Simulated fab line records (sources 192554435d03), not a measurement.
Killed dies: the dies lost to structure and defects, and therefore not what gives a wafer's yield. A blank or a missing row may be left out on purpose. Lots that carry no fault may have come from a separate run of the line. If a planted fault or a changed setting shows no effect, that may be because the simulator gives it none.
fab line records | flow n5Finfet
record: lots: 7 wafers: 39
route steps=1938 shown ZERO_LAYER@11 FIN_SAQP@134 SD_EPI_P@321 BEOL_M0_SAQP@672 BEOL_M2@841 BEOL_M4@1092 BEOL_M6@1239 BEOL_M7@1302 BEOL_M9@1461 BEOL_M12@1615 MIM_BOT@1833 PASSIVATION@1930
startH: the number of hours between the record's first day and the start of the first shown wafer of the lot | waitH: hours elapsed since this lot's preceding step | " as in the row above | L1.1+2: several wafers, shown together as one row | - no value present, or no start provided | * or withheld: withheld | < > ~ a bound
route shown NAME@n: a module of which the file shows steps, and the number in the route of the first | usual: mean and standard deviation over wafers with no fault | same: alike in all rows | chamber/n: place in a boat | sites: each site's reading | _std_site: their standard deviation | _edge_site: the outer-site mean with the inner-site mean subtracted | radiusMm: for every site, how far away it sits from the centre of the wafer | mask NAME#n: copy n | behind: the last tool/chamber to shape the wafer | hold: the reason the lot was held/the length of the hold in hours/how it ended | device: the n, p or np transistor that did not switch | end of line: at the end of the route, the tests of the same wafers | a step given without rows: its recipe and nothing more | killed: the dies lost at the first sort to structure and to defects; this is not the yield of the wafer | map: a wafer's dies, marking killed ones x, the rest . and places with no die _
set.NAME: the setting the step ran with; set.NAME@STEP: the setting that earlier step ran with | model.NAME: the simulator's own value behind a step, which no gauge read
lots with deliberately changed settings; one table per step, one row per wafer
== steps ==
step: N5_ZERO_LAYER_DEVELOP_10
recipe: developTimeS: 60 rinseLiquid: diw dry: airSpin devTempC: 21
step: N5_FIN_SAQP_ETCH_69
recipe: chemistry: N2/H2 target: SOC targetDepthA: 1500 stopOn: SiNx ionEnergyEv: 100 biasW: 61 pressureMtorr: 30 sourceW: 850 n2FlowSccm: 200 h2FlowSccm: 200
step: N5_SD_EPI_P_EPI_21
recipe: material: SiGe:B dopant: B tempC: 550 pressureTorr: 20 ambient: H2 timeS: 355
step: N5_BEOL_M0_SAQP_ETCH_106
step: N5_BEOL_M2_ILD_DEP_00
recipe: material: SiOC targetThkA: 790 tempC: 350 precursor: DEMS/O2 pressureTorr: 5 rfW: 500 timeS: 15.3
step: N5_BEOL_M2_SPUTTER_96
recipe: material: Cu targetThkA: 45 tempC: -20 chamberPressurePa: 0.07 powerW: withheld timeS: 8.29
step: N5_BEOL_M4_SPUTTER_88
step: N5_BEOL_M6_TRENCH_ETCH_37
recipe: chemistry: C4F6/O2 targetDepthA: 944.35 target: SiCOH_lowk timeS: 31.5 ionEnergyEv: 250 pressureMtorr: 30 sourceW: 345 biasW: 185 Ar_flow_sccm: 300 C4F6_flow_sccm: 10 O2_flow_sccm: 10
step: N5_BEOL_M7_ETCH_66
recipe: chemistry: N2/H2 target: SOC targetDepthA: 800 overetchA: 160 maskMaterial: SiARC tempC: 40 timeS: 120 ionEnergyEv: 200 pressureMtorr: 30 sourceW: 840 biasW: 150 n2FlowSccm: 200 h2FlowSccm: 200
step: N5_BEOL_M9_SPUTTER_48
recipe: material: Cu targetThkA: 120 tempC: -20 biasV: 60 powerW: 26000 chamberPressurePa: 0.13 timeS: 2
step: N5_BEOL_M12_DESCUM_15
recipe: chemistry: O2 timeS: 7.9 sourcePowerW: 50 biasPowerW: 20 pressureMtorr: 20 rfFrequencyHz: 2.712e+07 tempC: 40 o2FlowSccm: 225
step: N5_MIM_BOT_SPUTTER_00
recipe: material: TiN targetThkA: 350 tempC: 200 powerW: 3000 chamberPressurePa: 0.49996 gas: Ar reactivePartialPa: 0.37997 timeS: 89.7
step: N5_PASSIVATION_ETCH_54
recipe: chemistry: CHF3/O2 target: SiO2 targetDepthA: 8800 CHF3_flow_sccm: 50 O2_flow_sccm: 5 Ar_flow_sccm: 200 timeS: 440 maskMaterial: PR pressureMtorr: 30 sourceW: 650 biasW: 170 ionEnergyEv: 200
step: N5_PASSIVATION_PROBE_49
usual: killed_at_M0_to_M3: 35/10
columns lot.wafer tool chamber startH waitH set.developTimeS@ZERO_LAYER_DEVELOP_10 set.targetDepthA@FIN_SAQP_ETCH_69 set.timeS@SD_EPI_P_EPI_21 set.targetDepthA@BEOL_M0_SAQP_ETCH_106 set.targetThkA@BEOL_M2_ILD_DEP_00 set.timeS@BEOL_M2_SPUTTER_96 set.targetThkA@BEOL_M4_SPUTTER_88 set.timeS@BEOL_M6_TRENCH_ETCH_37 set.targetDepthA@BEOL_M7_ETCH_66 set.targetThkA@BEOL_M9_SPUTTER_48 set.timeS@BEOL_M12_DESCUM_15 set.timeS@MIM_BOT_SPUTTER_00 set.timeS@PASSIVATION_ETCH_54 killed_at_M0_to_M3
L074.1 prober-01 - 317.19 0.0 60 979.1 189.7 1500 521.8 13.23 45 31.5 800 120 3.173 36.81 440 1092
L074.2 prober-01 - 317.24 0.1 60 979.1 355 617.9 790 8.29 59.18 31.5 1200 82.3 7.9 89.7 440 34
L074.3 prober-01 - 317.29 0.1 42.27 1500 355 1500 790 8.29 59.18 31.5 800 120 7.9 36.81 217.1 48
L074.4 prober-01 - 317.34 0.2 42.27 979.1 355 617.9 521.8 13.23 59.18 31.5 1200 120 3.173 89.7 217.1 1111
L074.5 prober-01 - 317.39 0.2 42.27 1500 189.7 1500 790 13.23 45 31.5 1200 82.3 7.9 36.81 217.1 40
L074.6 prober-01 - 317.44 0.3 60 1500 189.7 617.9 521.8 8.29 45 31.5 800 82.3 3.173 89.7 440 1113
L078.1 prober-02 - 322.84 0.0 82 790.1 191.9 1500 987.7 12.79 45 39.96 1117 120 6.054 89.7 440 37
L078.2 prober-02 - 322.89 0.1 82 1500 355 1500 790 12.79 53.24 31.5 1117 120 6.054 89.7 671.1 22
L078.3 prober-02 - 322.94 0.1 60 790.1 191.9 1500 790 8.29 53.24 39.96 800 120 7.9 89.7 440 33
L078.4 prober-02 - 322.99 0.2 82 1500 191.9 698.6 790 8.29 45 39.96 800 120 6.054 89.7 671.1 30
L078.5 prober-02 - 323.04 0.2 60 1500 355 698.6 987.7 12.79 45 31.5 800 120 7.9 89.7 671.1 42
L078.6 prober-02 - 323.09 0.3 60 790.1 355 698.6 987.7 8.29 53.24 31.5 1117 120 7.9 89.7 440 26
L083.2 prober-02 - 375.75 0.1 60 1500 355 1500 790 8.29 45 31.5 800 120 7.9 89.7 440 28
L083.4 prober-02 - 375.85 0.2 60 1500 355 1500 790 8.29 45 31.5 800 120 7.9 89.7 440 32
L083.6 prober-02 - 375.95 0.3 60 1500 355 1500 790 8.29 45 31.5 800 120 7.9 89.7 440 35
L085.1 prober-02 - 376.75 0.0 60 1955 355 601.8 790 3.703 45 31.5 800 55.91 7.9 89.7 440 39
L085.2 prober-02 - 376.80 0.1 60 1955 355 601.8 790 8.29 45 15.13 1138 120 7.9 123 267 29
L085.3 prober-02 - 376.85 0.1 60 1500 355 601.8 790 3.703 60.91 15.13 800 120 7.9 123 440 26
L085.4 prober-02 - 376.90 0.2 60 1955 355 1500 790 8.29 60.91 31.5 800 55.91 7.9 123 267 39
L085.5 prober-02 - 376.95 0.2 60 1500 355 1500 790 8.29 45 31.5 1138 120 7.9 89.7 267 36
L085.6 prober-02 - 377.00 0.3 60 1500 355 1500 790 3.703 60.91 15.13 1138 55.91 7.9 89.7 440 35
L091.1 prober-01 - 409.14 0.0 24.65 1500 425.8 1500 790 8.29 45 31.5 1045 143.9 7.9 89.7 440 60
L091.2 prober-01 - 409.19 0.1 60 2104 355 1500 790 8.29 34.55 31.5 1045 120 7.9 61.52 440 29
L091.3 prober-01 - 409.24 0.1 24.65 2104 355 1500 790 11.75 45 31.5 800 120 7.9 61.52 228.5 48
L091.4 prober-01 - 409.29 0.2 24.65 2104 425.8 1500 790 11.75 34.55 31.5 800 143.9 7.9 61.52 228.5 48
L091.5 prober-01 - 409.34 0.2 60 1500 425.8 1500 790 11.75 45 31.5 1045 120 7.9 89.7 228.5 31
L091.6 prober-01 - 409.39 0.3 60 1500 355 1500 790 8.29 34.55 31.5 800 143.9 7.9 89.7 440 27
L092.1 prober-02 - 427.98 0.0 69.76 1003 355 837 790 8.29 60.12 31.5 1125 120 9.536 131.4 440 28
L092.2 prober-02 - 428.03 0.1 69.76 1003 355 1500 790 9.991 45 31.5 1125 190.5 9.536 131.4 356.4 47
L092.3 prober-02 - 428.08 0.1 60 1500 355 837 1181 9.991 60.12 31.5 800 120 7.9 89.7 440 1123
L092.4 prober-02 - 428.13 0.2 69.76 1500 355 1500 1181 9.991 60.12 49.34 800 190.5 7.9 131.4 440 1111
L092.5 prober-02 - 428.18 0.2 60 1500 355 1500 790 8.29 45 49.34 800 120 9.536 89.7 356.4 23
L092.6 prober-02 - 428.23 0.3 60 1003 355 837 1181 8.29 45 49.34 1125 190.5 7.9 89.7 356.4 1128
L094.1 prober-02 - 438.54 0.0 60 1500 355 773.9 790 8.29 45 31.5 800 120 7.9 89.7 268.3 22
L094.2 prober-02 - 438.59 0.1 60 1500 297.3 1500 790 5.834 19.6 38.53 607.3 120 7.9 120.5 268.3 35
L094.3 prober-02 - 438.64 0.1 60 1500 297.3 773.9 964.7 5.834 45 38.53 800 120 7.9 120.5 440 23
L094.4 prober-02 - 438.69 0.2 60 1500 355 1500 790 5.834 19.6 31.5 800 184.9 7.9 89.7 440 43
L094.5 prober-02 - 438.74 0.2 60 1500 355 773.9 964.7 8.29 19.6 38.53 607.3 184.9 7.9 89.7 440 38
L094.6 prober-02 - 438.79 0.3 60 1500 297.3 1500 964.7 8.29 45 31.5 607.3 184.9 7.9 120.5 268.3 24
killed by level:class
L074.1 BEOL_M2:areaDep=1057 MOL_CONTACT_COAG:geometricParticle:open=14 FIN_SAQP:geometricParticle:short=11 FIN_SAQP:geometricParticle:open=9 BEOL_M1:geometricParticle:open=9 GATE_CUT:geometricParticle:short=8 BEOL_M0_SAQP:geometricParticle:open=8 BEOL_M4:geometricParticle:open=8
L074.2 BEOL_M9:interfaceVoidOpened=18 FIN_SAQP:geometricParticle:short=11 FIN_SAQP:geometricParticle:open=9 MOL_CONTACT_COAG:geometricParticle:open=9 BEOL_M0_SAQP:geometricParticle:open=9 BEOL_M3:geometricParticle:open=7 BEOL_M0_SAQP:geometricParticle:short=5 DUMMY_GATE:geometricParticle:open=4
L074.3 PASSIVATION:areaEtch=1072 MOL_CONTACT_COAG:geometricParticle:open=20 BEOL_M1:geometricParticle:open=15 BEOL_M2:geometricParticle:open=9 BEOL_M0_SAQP:geometricParticle:open=7 FIN_SAQP:geometricParticle:short=5 BEOL_M0_SAQP:geometricParticle:short=5 DUMMY_GATE:geometricParticle:open=4
L074.4 BEOL_M2:areaDep=1079 PASSIVATION:areaEtch=13 MOL_CONTACT_COAG:geometricParticle:open=12 BEOL_M0_SAQP:geometricParticle:open=11 FIN_SAQP:geometricParticle:short=8 FIN_SAQP:geometricParticle:open=8 BEOL_M0_SAQP:geometricParticle:short=6 BEOL_M1:geometricParticle:open=6
L074.5 PASSIVATION:areaEtch=1064 MOL_CONTACT_COAG:geometricParticle:open=14 FIN_SAQP:geometricParticle:open=13 BEOL_M9:interfaceVoidOpened=11 BEOL_M2:geometricParticle:open=8 BEOL_M1:geometricParticle:open=6 BEOL_M3:geometricParticle:open=6 BEOL_M5:geometricParticle:open=6
L074.6 BEOL_M2:areaDep=1073 BEOL_M9:interfaceVoidOpened=21 MOL_CONTACT_COAG:geometricParticle:open=9 BEOL_M0_SAQP:geometricParticle:short=9 BEOL_M0_SAQP:geometricParticle:open=7 STI_FIN_REVEAL:geometricParticle:open=6 GATE_CUT:geometricParticle:open=6 BEOL_M3:geometricParticle:open=6
L078.1 MOL_CONTACT_COAG:geometricParticle:open=23 BEOL_M0_SAQP:geometricParticle:short=12 FIN_SAQP:geometricParticle:short=8 BEOL_M2:geometricParticle:open=8 BEOL_M0_SAQP:geometricParticle:open=7 MOL_CONTACT_COAG:geometricParticle:short=6 FIN_SAQP:geometricParticle:open=5 BEOL_M2:geometricParticle:short=4
L078.2 MOL_CONTACT_COAG:geometricParticle:open=26 MOL_CONTACT_COAG:geometricParticle:short=11 FIN_SAQP:geometricParticle:open=10 FIN_SAQP:geometricParticle:short=10 GATE_CUT:geometricParticle:short=7 BEOL_M4:geometricParticle:open=7 STI_FIN_REVEAL:geometricParticle:open=6 BEOL_M2:geometricParticle:open=6
L078.3 MOL_CONTACT_COAG:geometricParticle:open=30 STI_FIN_REVEAL:geometricParticle:open=10 BEOL_M0_SAQP:geometricParticle:open=9 FIN_SAQP:geometricParticle:open=7 MOL_CONTACT_COAG:geometricParticle:short=6 BEOL_M0:geometricParticle:open=6 BEOL_M0_SAQP:geometricParticle:short=6 BEOL_M2:geometricParticle:open=6
L078.4 MOL_CONTACT_COAG:geometricParticle:open=25 FIN_SAQP:geometricParticle:open=12 GATE_CUT:geometricParticle:short=10 BEOL_M0_SAQP:geometricParticle:open=8 FIN_SAQP:geometricParticle:short=7 STI_FIN_REVEAL:geometricParticle:open=7 BEOL_M0_SAQP:geometricParticle:short=7 ILD0:geometricParticle:open=5
L078.5 MOL_CONTACT_COAG:geometricParticle:open=29 BEOL_M0_SAQP:geometricParticle:open=16 STI_FIN_REVEAL:geometricParticle:open=15 FIN_SAQP:geometricParticle:short=14 FIN_SAQP:geometricParticle:open=12 MOL_CONTACT_COAG:geometricParticle:short=9 BEOL_M3:geometricParticle:open=7 BEOL_M2:geometricParticle:open=7
L078.6 FIN_SAQP:geometricParticle:short=21 MOL_CONTACT_COAG:geometricParticle:open=21 FIN_SAQP:geometricParticle:open=17 GATE_CUT:geometricParticle:short=10 BEOL_M0_SAQP:geometricParticle:open=8 BEOL_M0_SAQP:geometricParticle:short=6 MOL_CONTACT_COAG:geometricParticle:short=5 STI_FIN_REVEAL:geometricParticle:open=4
L083.2 MOL_CONTACT_COAG:geometricParticle:open=8 BEOL_M1:geometricParticle:open=8 BEOL_M3:geometricParticle:open=8 STI_FIN_REVEAL:geometricParticle:open=5 BEOL_M2:geometricParticle:open=4 ILD0:geometricParticle:short=3 BEOL_M0_SAQP:geometricParticle:short=3 BEOL_M4:geometricParticle:open=3
L083.4 MOL_CONTACT_COAG:geometricParticle:open=13 BEOL_M2:geometricParticle:open=8 BEOL_M0:geometricParticle:open=5 BEOL_M1:geometricParticle:open=5 FIN_SAQP:geometricParticle:short=4 DUMMY_GATE:geometricParticle:open=4 BEOL_M0_SAQP:geometricParticle:open=4 BEOL_M1:geometricParticle:short=4
L083.6 BEOL_M2:geometricParticle:open=11 STI_FIN_REVEAL:geometricParticle:open=10 BEOL_M3:geometricParticle:open=9 BEOL_M0_SAQP:geometricParticle:short=6 HKMG_FIN:areaEtch=6 STARTING-WAFER:geometricParticle:open=4 FIN_SAQP:geometricParticle:open=3 STI_FIN_REVEAL:geometricParticle:short=3
L085.1 BEOL_M9:interfaceVoidOpened=128 MOL_CONTACT_COAG:geometricParticle:open=9 BEOL_M0_SAQP:geometricParticle:short=8 BEOL_M0_SAQP:geometricParticle:open=7 BEOL_M3:geometricParticle:open=7 BEOL_M0:geometricParticle:open=7 FIN_SAQP:geometricParticle:open=5 STARTING-WAFER:geometricParticle:short=5
L085.2 BEOL_M6:areaEcd=1046 MIM_BOT:areaSputter=25 FIN_SAQP:geometricParticle:open=18 MOL_CONTACT_COAG:geometricParticle:open=14 STI_FIN_REVEAL:geometricParticle:open=6 BEOL_M0_SAQP:geometricParticle:open=6 MIM_TOP_ETCH:geometricParticle:open=6 BEOL_M1:geometricParticle:open=5
L085.3 BEOL_M6:areaEcd=1076 BEOL_M0_SAQP:geometricParticle:short=13 STI_FIN_REVEAL:geometricParticle:open=10 BEOL_M0_SAQP:geometricParticle:open=6 BEOL_M4:geometricParticle:open=6 GATE_CUT:geometricParticle:short=5 ILD0:geometricParticle:short=4 BEOL_M4:geometricParticle:short=4
L085.4 MIM_BOT:areaSputter=957 BEOL_M9:interfaceVoidOpened=132 FIN_SAQP:geometricParticle:open=8 BEOL_M0_SAQP:geometricParticle:open=8 BEOL_M3:geometricParticle:open=7 BEOL_M3:geometricParticle:short=5 BEOL_M2:geometricParticle:open=5 MIM_TOP_ETCH:geometricParticle:open=5
L085.5 PASSIVATION:areaEtch=1087 BEOL_M2:geometricParticle:open=9 BEOL_M3:geometricParticle:open=8 MOL_CONTACT_COAG:geometricParticle:open=7 FIN_SAQP:geometricParticle:open=6 GATE_CUT:geometricParticle:short=5 BEOL_M0_SAQP:geometricParticle:open=5 BEOL_M4:geometricParticle:short=5
L085.6 BEOL_M6:areaEcd=935 BEOL_M9:interfaceVoidOpened=134 FIN_SAQP:geometricParticle:open=12 MOL_CONTACT_COAG:geometricParticle:open=8 BEOL_M3:geometricParticle:open=8 BEOL_M0_SAQP:geometricParticle:short=7 BEOL_M0_SAQP:geometricParticle:open=7 FIN_SAQP:geometricParticle:short=6
L091.1 BEOL_M0_SAQP:geometricParticle:open=23 BEOL_M0_SAQP:geometricParticle:short=14 BEOL_M3:geometricParticle:open=11 MOL_CONTACT_COAG:geometricParticle:open=10 STI_FIN_REVEAL:geometricParticle:open=9 BEOL_M3:geometricParticle:short=8 GATE_CUT:geometricParticle:short=5 DUMMY_GATE:geometricParticle:open=4
L091.2 MOL_CONTACT_COAG:geometricParticle:open=11 STI_FIN_REVEAL:geometricParticle:open=10 BEOL_M0_SAQP:geometricParticle:short=10 BEOL_M0_SAQP:geometricParticle:open=5 BEOL_M3:geometricParticle:open=5 STI_FIN_REVEAL:geometricParticle:short=4 FIN_SAQP:geometricParticle:open=3 BEOL_M0:geometricParticle:open=3
L091.3 PASSIVATION:areaEtch=1098 BEOL_M0_SAQP:geometricParticle:short=11 BEOL_M0_SAQP:geometricParticle:open=11 BEOL_M3:geometricParticle:open=10 BEOL_M1:geometricParticle:open=7 MOL_CONTACT_COAG:geometricParticle:open=6 GATE_CUT:geometricParticle:short=5 BEOL_M2:geometricParticle:open=5
L091.4 PASSIVATION:areaEtch=1059 STI_FIN_REVEAL:geometricParticle:open=15 BEOL_M4:geometricParticle:open=14 MOL_CONTACT_COAG:geometricParticle:open=13 BEOL_M3:geometricParticle:open=12 BEOL_M0_SAQP:geometricParticle:open=10 BEOL_M0_SAQP:geometricParticle:short=9 BEOL_M1:geometricParticle:open=8
L091.5 PASSIVATION:areaEtch=1103 BEOL_M0_SAQP:geometricParticle:open=10 BEOL_M1:geometricParticle:open=8 MOL_CONTACT_COAG:geometricParticle:open=7 FIN_SAQP:geometricParticle:short=6 FIN_SAQP:geometricParticle:open=6 DUMMY_GATE:geometricParticle:open=6 BEOL_M0_SAQP:geometricParticle:short=6
L091.6 STI_FIN_REVEAL:geometricParticle:open=15 MOL_CONTACT_COAG:geometricParticle:open=11 BEOL_M0_SAQP:geometricParticle:open=10 BEOL_M0_SAQP:geometricParticle:short=7 GATE_CUT:geometricParticle:open=3 GATE_CUT:geometricParticle:short=3 BEOL_M3:geometricParticle:open=3 BEOL_M3:geometricParticle:short=3
L092.1 MIM_BOT:areaSputter=1088 BEOL_M2:geometricParticle:open=12 STI_FIN_REVEAL:geometricParticle:open=10 GATE_CUT:geometricParticle:short=8 BEOL_M0_SAQP:geometricParticle:open=6 DUMMY_GATE:geometricParticle:open=5 FIN_SAQP:geometricParticle:short=4 MOL_CONTACT_COAG:geometricParticle:open=4
L092.2 MIM_BOT:areaSputter=1085 BEOL_M2:geometricParticle:open=16 BEOL_M3:geometricParticle:open=12 BEOL_M0_SAQP:geometricParticle:short=7 STI_FIN_REVEAL:geometricParticle:open=6 GATE_CUT:geometricParticle:short=5 MOL_CONTACT_COAG:geometricParticle:open=5 BEOL_M0_SAQP:geometricParticle:open=4
L092.3 BEOL_M2:areaDep=1086 BEOL_M2:geometricParticle:open=10 MOL_CONTACT_COAG:geometricParticle:open=9 STI_FIN_REVEAL:geometricParticle:open=7 BEOL_M0_SAQP:geometricParticle:open=7 GATE_CUT:geometricParticle:short=5 BEOL_M4:geometricParticle:open=5 MOL_CONTACT_COAG:geometricParticle:short=4
L092.4 BEOL_M2:areaDep=1089 STI_FIN_REVEAL:geometricParticle:open=16 MOL_CONTACT_COAG:geometricParticle:open=9 BEOL_M2:geometricParticle:open=6 STI_FIN_REVEAL:geometricParticle:short=5 BEOL_M0_SAQP:geometricParticle:open=5 FIN_SAQP:geometricParticle:open=4 GATE_CUT:geometricParticle:open=4
L092.5 PASSIVATION:areaEtch=897 BEOL_M6:areaEtch=171 STI_FIN_REVEAL:geometricParticle:open=23 BEOL_M4:geometricParticle:open=12 FIN_SAQP:geometricParticle:open=11 BEOL_M0_SAQP:geometricParticle:open=7 STI_FIN_REVEAL:geometricParticle:short=5 GATE_CUT:geometricParticle:short=4
L092.6 BEOL_M2:areaDep=1084 BEOL_M2:geometricParticle:open=16 BEOL_M0_SAQP:geometricParticle:open=7 BEOL_M3:geometricParticle:open=7 FIN_SAQP:geometricParticle:open=6 BEOL_M2:geometricParticle:short=6 MOL_CONTACT_COAG:geometricParticle:open=6 BEOL_M4:geometricParticle:open=6
L094.1 PASSIVATION:areaEtch=1117 FIN_SAQP:geometricParticle:open=7 FIN_SAQP:geometricParticle:short=6 BEOL_M1:geometricParticle:open=6 MOL_CONTACT_COAG:geometricParticle:open=5 BEOL_M0_SAQP:geometricParticle:open=5 BEOL_M0_SAQP:geometricParticle:short=3 BEOL_M3:geometricParticle:open=3
L094.2 MIM_BOT:areaSputter=1029 PASSIVATION:areaEtch=73 BEOL_M0_SAQP:geometricParticle:open=11 MOL_CONTACT_COAG:geometricParticle:open=9 FIN_SAQP:geometricParticle:short=5 BEOL_M0_SAQP:geometricParticle:short=5 BEOL_M3:geometricParticle:open=5 BEOL_M2:geometricParticle:open=4
L094.3 MIM_BOT:areaSputter=1078 BEOL_M2:geometricParticle:open=13 FIN_SAQP:geometricParticle:short=6 STI_FIN_REVEAL:geometricParticle:open=3 GATE_CUT:geometricParticle:short=3 MOL_CONTACT_COAG:geometricParticle:open=3 BEOL_M0_SAQP:geometricParticle:short=3 PASS1_DEP:geometricParticle:short=3
L094.4 MOL_CONTACT_COAG:geometricParticle:open=11 BEOL_M1:geometricParticle:open=10 FIN_SAQP:geometricParticle:short=8 FIN_SAQP:geometricParticle:open=7 BEOL_M2:geometricParticle:open=7 BEOL_M0_SAQP:geometricParticle:short=6 BEOL_M0_SAQP:geometricParticle:open=6 BEOL_M4:geometricParticle:open=6
L094.5 BEOL_M0_SAQP:geometricParticle:open=12 BEOL_M2:geometricParticle:open=8 FIN_SAQP:geometricParticle:short=8 BEOL_M0_SAQP:geometricParticle:short=7 BEOL_M4:interfaceVoidOpened=5 FIN_SAQP:geometricParticle:open=4 DUMMY_GATE:geometricParticle:open=4 BEOL_M1:geometricParticle:open=4
L094.6 MIM_BOT:areaSputter=1042 PASSIVATION:areaEtch=71 BEOL_M0_SAQP:geometricParticle:open=8 MOL_CONTACT_COAG:geometricParticle:open=7 BEOL_M0_SAQP:geometricParticle:short=7 STI_FIN_REVEAL:geometricParticle:open=6 MOL_CONTACT_COAG:geometricParticle:short=6 FIN_SAQP:geometricParticle:short=5
== key ==
split: step: N5_ZERO_LAYER_DEVELOP_10 setting: developTimeS statedAs: 60
response none clear
split: step: N5_FIN_SAQP_ETCH_69 setting: targetDepthA statedAs: 1500
response none clear
split: step: N5_SD_EPI_P_EPI_21 setting: timeS statedAs: 355
response none clear
split: step: N5_BEOL_M0_SAQP_ETCH_106 setting: targetDepthA statedAs: 1500
response none clear
split: step: N5_BEOL_M2_ILD_DEP_00 setting: targetThkA statedAs: 790
response none clear
split: step: N5_BEOL_M2_SPUTTER_96 setting: timeS statedAs: 8.29
response none clear
split: step: N5_BEOL_M4_SPUTTER_88 setting: targetThkA statedAs: 45
response none clear
split: step: N5_BEOL_M6_TRENCH_ETCH_37 setting: timeS statedAs: 31.5
response none clear
split: step: N5_BEOL_M7_ETCH_66 setting: targetDepthA statedAs: 800
response none clear
split: step: N5_BEOL_M9_SPUTTER_48 setting: targetThkA statedAs: 120
response none clear
split: step: N5_BEOL_M12_DESCUM_15 setting: timeS statedAs: 7.9
response: step: N5_PASSIVATION_PROBE_49 reading: killed_at_M0_to_M3 slope: -22.9 per: 1% togetherWith: all explained: 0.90
split: step: N5_MIM_BOT_SPUTTER_00 setting: timeS statedAs: 89.7
response none clear
split: step: N5_PASSIVATION_ETCH_54 setting: timeS statedAs: 440
response none clear
